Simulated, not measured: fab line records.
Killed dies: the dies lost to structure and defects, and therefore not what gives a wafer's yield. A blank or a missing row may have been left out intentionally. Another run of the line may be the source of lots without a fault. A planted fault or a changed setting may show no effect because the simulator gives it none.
Which of the tools did it? | flow n5-finfet | 10 lots, 30 wafers sampled, at 5 steps of a route of 1938

## WHAT EACH GAUGE READ, for each wafer
N5_BEOL_M3_RS_MEAS_58: a four-point-probe measurement.
lot  | measured     | on            | M3_RS (ohm/sq)
L900 | day 8 11:32  | film-metro-02 | 0.69 0.67 0.66
L901 | day 8 18:31  | film-metro-02 | 0.69 0.68 0.66
L902 | day 9 01:28  | film-metro-02 | 0.65 0.65 0.64
L905 | day 9 20:50  | film-metro-02 | 0.70 0.67 0.70
L910 | day 11 08:40 | film-metro-01 | 0.68 0.68 0.62
L911 | day 11 11:18 | film-metro-02 | 0.69 0.67 0.68
L914 | day 13 02:52 | film-metro-01 | 0.69 0.67 0.65
L917 | day 13 18:55 | film-metro-01 | 0.69 0.68 0.70
L916 | day 14 03:07 | film-metro-01 | 0.73 0.68 0.71
L921 | day 14 13:11 | film-metro-02 | 0.67 0.64 0.67

N5_BEOL_M4_RC_MEAS_101.
lot  | measured     | on        | DIBL_N (mV/V)  | DIBL_P (mV/V)  | IOFF_N (nA/um)    | IOFF_P (nA/um)    | ION_N (uA/um) | ION_P (uA/um) | SS_N (mV/dec)  | SS_P (mV/dec)  | VT_N (mV)         | VT_P (mV)
L900 | day 8 23:34  | prober-01 | 34.6 34.2 36.5 | 33.6 32.9 36.7 | 0.135 0.121 0.167 | 0.161 0.154 0.203 | 666 663 674   | 450 452 462   | 72.3 71.7 72.4 | 72.7 73.2 73.9 | 252.2 251.1 250.2 | -252.7 -256.1 -251.2
L901 | day 9 18:37  | prober-02 | 36.3 34.5 35.9 | 34.9 32.6 34.7 | 0.153 0.122 0.137 | 0.215 0.183 0.208 | 677 668 664   | 470 466 461   | 71.7 70.6 70.9 | 73.4 73.0 74.0 | 250.1 249.7 249.9 | -252.6 -251.5 -249.6
L902 | day 9 18:59  | prober-01 | 35.4 35.3 35.5 | 37.2 36.7 36.8 | 0.147 0.145 0.142 | 0.184 0.182 0.176 | 676 670 670   | 449 456 454   | 71.5 71.5 72.1 | 72.9 73.2 73.9 | 252.4 252.5 255.6 | -253.0 -253.3 -251.6
L905 | day 10 05:20 | prober-01 | 37.9 37.2 36.4 | 36.3 37.1 35.5 | 0.179 0.172 0.152 | 0.211 0.231 0.203 | 692 684 677   | 467 469 462   | 71.9 71.8 72.2 | 73.8 73.4 73.8 | 249.8 250.0 251.3 | -250.3 -247.6 -250.0
L910 | day 12 18:58 | prober-02 | 35.2 35.2 36.1 | 34.7 36.1 36.3 | 0.131 0.147 0.147 | 0.185 0.210 0.188 | 658 684 664   | 450 468 453   | 71.7 70.9 71.8 | 73.8 73.9 73.7 | 254.0 251.6 252.1 | -251.0 -248.5 -253.5
L911 | day 12 23:57 | prober-02 | 36.9 36.4 35.2 | 36.0 36.5 34.8 | 0.189 0.184 0.161 | 0.241 0.248 0.212 | 691 687 682   | 476 469 465   | 72.0 71.9 71.8 | 73.2 73.6 73.0 | 243.7 244.9 248.2 | -246.1 -246.3 -247.9
L914 | day 14 05:13 | prober-01 | 36.4 35.2 37.0 | 36.7 36.0 38.2 | 0.158 0.150 0.183 | 0.191 0.186 0.222 | 683 678 688   | 464 459 469   | 72.2 72.1 72.0 | 73.5 72.6 74.2 | 251.5 249.7 247.0 | -252.5 -253.6 -250.8
L917 | day 15 02:28 | prober-02 | 36.9 39.5 38.2 | 37.5 40.0 38.9 | 0.162 0.206 0.186 | 0.215 0.265 0.236 | 668 685 674   | 463 464 457   | 71.9 71.7 71.6 | 73.5 74.6 74.7 | 250.5 248.3 249.9 | -248.9 -246.1 -248.1
L916 | day 15 05:05 | prober-02 | 37.2 35.2 37.3 | 34.9 33.0 35.3 | 0.162 0.126 0.164 | 0.192 0.172 0.212 | 673 674 678   | 456 459 460   | 71.7 71.4 71.6 | 73.2 73.3 73.9 | 248.4 256.2 250.0 | -251.6 -251.6 -249.3
L921 | day 16 03:17 | prober-02 | 35.3 34.8 34.6 | 36.4 34.8 35.8 | 0.154 0.143 0.151 | 0.208 0.183 0.206 | 679 683 691   | 472 466 466   | 71.6 70.8 71.3 | 72.7 72.7 72.1 | 247.8 248.7 250.1 | -249.9 -250.5 -247.9

## WHAT TOOL EACH LOT RAN ON (gives the tool, then ch and the chambers of the sampled wafers, and finally the start)
lot  | N5_BEOL_M3_SPUTTER_94        | N5_BEOL_M4_PECVD_72             | N5_BEOL_M4_COAT_61
L900 | pvd-sputter-03, day 8 10:17  | pecvd-04 ch 0,2, day 8 11:43    | litho-track-03 ch 0, day 8 12:40
L901 | pvd-sputter-03, day 8 17:16  | pecvd-04 ch 0,1,2, day 8 18:41  | litho-track-02 ch 0, day 8 21:28
L902 | pvd-sputter-01, day 9 00:11  | pecvd-03 ch 0,1,2, day 9 01:38  | litho-track-02 ch 0, day 9 03:53
L905 | pvd-sputter-02, day 9 19:35  | pecvd-02 ch 0,1,2, day 9 21:01  | litho-track-02 ch 0, day 9 22:02
L910 | pvd-sputter-03, day 11 07:24 | pecvd-03 ch 1,2, day 11 08:50   | litho-track-03 ch 0, day 11 10:58
L911 | pvd-sputter-01, day 11 10:02 | pecvd-02 ch 0,1,2, day 11 11:28 | litho-track-02 ch 0, day 11 11:40
L914 | pvd-sputter-01, day 13 01:36 | pecvd-03 ch 0,1, day 13 03:02   | litho-track-01 ch 0, day 13 03:50
L917 | pvd-sputter-01, day 13 17:19 | pecvd-03 ch 0,1, day 13 19:05   | litho-track-01 ch 0, day 13 19:50
L916 | pvd-sputter-01, day 14 01:50 | pecvd-02 ch 0,2, day 14 03:16   | litho-track-02 ch 0, day 14 04:14
L921 | pvd-sputter-01, day 14 11:54 | pecvd-02 ch 0,1, day 14 13:21   | litho-track-03 ch 0, day 14 14:07
- N5_BEOL_M3_SPUTTER_94: material Cu, target thk 4.5 nm, time 8.29 s.
- N5_BEOL_M4_PECVD_72: deposits SiO2 from TEOS/O2, target thk 16 nm, time 18 s.
- N5_BEOL_M4_COAT_61: time 60 s, resist thk 60 nm.

## AS READ BY THE TOOLS THEMSELVES (means over the sampled wafers that have a number; for cases with no such wafer, the mark the record gives instead)
N5_BEOL_M3_SPUTTER_94.
lot  | tool           | throttle-valve-pct (%)
L900 | pvd-sputter-03 | 31.4
L901 | pvd-sputter-03 | 30.6
L902 | pvd-sputter-01 | 30.6
L905 | pvd-sputter-02 | 30.4
L910 | pvd-sputter-03 | 31.0
L911 | pvd-sputter-01 | 29.3
L914 | pvd-sputter-01 | 29.2
L917 | pvd-sputter-01 | 28.6
L916 | pvd-sputter-01 | 29.1
L921 | pvd-sputter-01 | 29.1

N5_BEOL_M4_PECVD_72.
lot  | tool     | heater-power-w (W) | showerhead-plenum-p-Torr (Torr) | throttle-valve-pct (%)
L900 | pecvd-04 | 719                | 8.81                            | 23.4
L901 | pecvd-04 | 644                | 8.85                            | 22.5
L902 | pecvd-03 | 798                | 8.78                            | 22.6
L905 | pecvd-02 | 677                | 8.80                            | 23.0
L910 | pecvd-03 | 860                | 8.79                            | 21.8
L911 | pecvd-02 | 620                | 8.81                            | 23.1
L914 | pecvd-03 | 779                | 8.79                            | 23.1
L917 | pecvd-03 | 868                | 8.79                            | 23.2
L916 | pecvd-02 | 586                | 8.82                            | 23.3
L921 | pecvd-02 | 648                | 8.81                            | 24.0

N5_BEOL_M4_COAT_61.
lot  | tool           | heater-power-total-W (W) | run-length-s (s)
L900 | litho-track-03 | 498.8                    | 66.35
L901 | litho-track-02 | 501.6                    | 66.48
L902 | litho-track-02 | 499.2                    | 66.50
L905 | litho-track-02 | 559.1                    | 58.88
L910 | litho-track-03 | 499.0                    | 66.41
L911 | litho-track-02 | 556.6                    | 59.03
L914 | litho-track-01 | 501.9                    | 65.95
L917 | litho-track-01 | 499.3                    | 65.90
L916 | litho-track-02 | 499.1                    | 66.49
L921 | litho-track-03 | 502.0                    | 66.39

## THE ANSWER, worked out from the rows above alone
Rule: usual is defined by the lots themselves. The widest of any qualifying gaps counts: lots, ordered by their means at a reading, are off when they make up no more than a third of the lots, leave a main group of 4 or more, and stand apart from it by 3 or more times the standard deviation of that group's means. A main group whose means are all the same, to the digits that the tables above print for the reading, isn't used. A lot without any number at a reading at which 4 lots or more have one is off too. Where the step has rows for the other lots, those lots are counted as sound. Order of review: gauges by route order, followed by the tools' own readings, for which a lot's mean as printed above is used. At the first step where some lot is off, the reading lying furthest off is the one used; lots without a number count as furthest.
Off: L905, L911 (N5_BEOL_M4_COAT_61, heater-power-total-W). Mean 500.1 W and standard deviation 1.3 in the main group.
If a tool, at that step or one of the process steps before it, ran each lot that is off and ran no sound lot following the first of them, it fits. No candidate that was tried fits.

## WHAT HAD BEEN PUT IN BY THE SIMULATOR
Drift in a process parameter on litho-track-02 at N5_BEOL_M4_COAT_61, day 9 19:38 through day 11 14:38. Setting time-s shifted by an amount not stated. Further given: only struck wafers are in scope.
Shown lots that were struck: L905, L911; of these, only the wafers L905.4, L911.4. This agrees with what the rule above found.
